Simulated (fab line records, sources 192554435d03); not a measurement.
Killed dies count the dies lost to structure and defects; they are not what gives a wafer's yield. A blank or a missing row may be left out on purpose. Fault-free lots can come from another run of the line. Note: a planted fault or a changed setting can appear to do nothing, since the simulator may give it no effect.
Struck lot and sound lot, side by side | flow n5Finfet | 13 steps out of a route of 1938
Sound: these wafers, L418.2, L418.4, L418.5. The struck wafers were L406.1, L406.3, L406.5. At the end, the cause is stated.
At each step with rows: each side's tool, then ch and its chambers, then its first start. Under that, the readings that differ: sound wafers | struck wafers | difference of the means | sigmas: that difference in standard deviations of wafers without a fault.
alike: words and numbers the same on both sides, and readings whose means are apart by under 2 such deviations; not compared: readings that were withheld, readings missing a value for some wafer, numbers with overlapping values and no deviation given by the record, and bounds like >300 which may hide the same value.
The two part at a step that has a row with sigmas, a row that says differs or no value, or rows on one side only. Non-overlapping numbers with no deviation appear without sigmas and do not part them. A reading missing from all wafers of one side parts the sides only when that side holds two or more wafers.

first, 10 steps without rows for these wafers: N5_FIN_SAQP_ETCH_67 (etches SiNx in CH3F/O2, target depth 30 nm); N5_FIN_SAQP_STRIP_70 (strips in N2/H2); N5_FIN_SAQP_RECESS_71 (chemistry HF/NH3, target SiO2, target depth 3 nm, afs cycles 1, sublimation time 60 s); N5_FIN_SAQP_SPACER2_ALD_28 (deposits SiO2, target thk 8.1 nm, pulse time 1 s, purge time 2 s); N5_FIN_SAQP_SPACER2_ETCHBACK_29 (etches SiO2 in CHF3/O2, target depth 12.2 nm, time 6.1 s); N5_FIN_SAQP_MANDREL2_REMOVE_60 (chemistry HBr/Cl2/O2, target a-Si, stops on SiNx, bt time 10 s); N5_FIN_SAQP_HM_OPEN_33 (chemistry CH3F/O2, target SiNx, target depth 49.4 nm, time 70.6 s); N5_FIN_SAQP_ETCH_34 (etches SiO2 in C4F6/O2, target depth 45 nm, time 15 s); N5_FIN_SAQP_STRIP_77 (strips in N2/H2, time 90 s); N5_FIN_SAQP_ETCH_64 (etches SiO2 in CF4, target depth 1.5 nm).
N5_FIN_SAQP_FIN_ETCH_36: etches the open film in HBr/Cl2/O2, target depth 120 nm, time 50.4 s.
  sound on rieSi-05 ch 2,3, day 6 10:31; struck on rieSi-02 ch 1,3, day 3 08:24
reading   | sound             | struck         | difference | sigmas
biasW (W) | 101.6 101.5 101.7 | 96.1 96.3 96.3 | -5.4       | -17
  alike: drypumpMotorCurrentA, oesProductAu, throttleValvePct
  not compared: rfHoursCounterH
-- a jump in the record: the struck wafers' starts before and after are 6 days apart (it breaks off in module FIN_SAQP and resumes in module BEOL_M4, where the first step shown is number 1111 of the route) --
N5_BEOL_M4_RC_MEAS_101:
  sound on prober-02 ch 0, day 12 08:26; struck on prober-02 ch 0, day 9 17:02
  alike: DIBL_N, DIBL_P, IOFF_N, IOFF_P, ION_N, ION_P, SS_N, SS_P, VT_N, VT_P
next, for these wafers, 1 step has no rows: N5_PASSIVATION_PROBE_49.

== WHERE THEY PART ==
Only at N5_FIN_SAQP_FIN_ETCH_36, as far as this record shows. Later steps at which nothing parts them and some readings are alike: N5_BEOL_M4_RC_MEAS_101.

WHY: what had been put in by the simulator
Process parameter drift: rieSi-02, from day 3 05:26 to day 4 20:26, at N5_FIN_SAQP_FIN_ETCH_36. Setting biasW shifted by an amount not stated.
